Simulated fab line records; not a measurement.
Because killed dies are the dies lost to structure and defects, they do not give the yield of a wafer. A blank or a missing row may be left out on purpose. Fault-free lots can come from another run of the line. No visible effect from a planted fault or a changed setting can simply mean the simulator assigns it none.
Matching of chambers	flow n5_finfet	rie_diel-06 running N5_MOL_CONTACT_COAG_ETCH_89: 4 sister chambers
The step etches underlayer in N2/H2, target depth 13 nm, time 10.4 s. 18 wafers are shown with their chamber, then 9 later ones without.

EACH WAFER AND ITS CHAMBER
wafer	chamber	drypump_motor_current_A (A)	showerhead_plenum_p_Torr (Torr)	throttle_valve_pct (%)
L081.1	2	6.8	2.53	18.12
L081.2	1	5.8	2.47	18.12
L081.5	1	5.8	2.47	18.13
L084.1	2	6.9	2.52	18.14
L084.4	3	5.4	2.57	17.68
L084.5	0	5.8	2.55	17.88
L085.2	3	5.4	2.57	17.68
L085.5	3	5.4	2.57	17.67
L085.6	2	6.8	2.52	18.13
L088.1	3	5.4	2.57	17.68
L088.2	2	6.8	2.52	18.15
L088.3	1	5.8	2.46	18.14
L090.1	2	6.9	2.52	18.15
L090.4	1	5.8	2.46	18.14
L090.5	1	5.8	2.46	18.15
L092.1	1	5.8	2.46	18.19
L092.4	2	6.9	2.52	18.16
L092.5	2	6.8	2.52	18.16

SIGNATURES (averages over the wafers above)
reading	chamber 0	chamber 1	chamber 2	chamber 3	scatter within a chamber
drypump_motor_current_A	5.800	5.800	6.843	5.400	0.035
showerhead_plenum_p_Torr	2.5500	2.4633	2.5214	2.5700	0.00396
throttle_valve_pct	17.8800	18.1450	18.1443	17.6775	0.0177
Rule: distance of a wafer from a chamber = root of the sum over the readings of ((wafer's reading minus chamber's mean) / reading's scatter) squared. The wafer belongs to the nearest chamber; if the next one is less than 2 further off, it can't be placed. How the scatter is found: for the shown wafers, subtract from each reading the mean of its chamber, square and add these, divide the total by (wafers less chambers), then take the root.

WAFERS MISSING THEIR CHAMBER
wafer	drypump_motor_current_A (A)	showerhead_plenum_p_Torr (Torr)	throttle_valve_pct (%)
L093.1	6.8	2.52	18.16
L093.4	5.8	2.46	18.17
L093.6	5.8	2.55	17.92
L094.1	5.8	2.55	17.91
L094.5	5.8	2.46	18.16
L094.6	5.8	2.55	17.93
L095.3	5.8	2.55	17.92
L095.5	5.4	2.56	17.72
L095.6	5.8	2.55	17.92

THE CHAMBER EACH PASSED THROUGH
wafer	from the rows above	in truth
L093.1	2	2
L093.4	1	1
L093.6	0	0
L094.1	0	0
L094.5	1	1
L094.6	0	0
L095.3	0	0
L095.5	3	3
L095.6	0	0
Placed correctly: 9 of 9. From these rows, 0 cannot be placed. Number placed wrongly: 0.
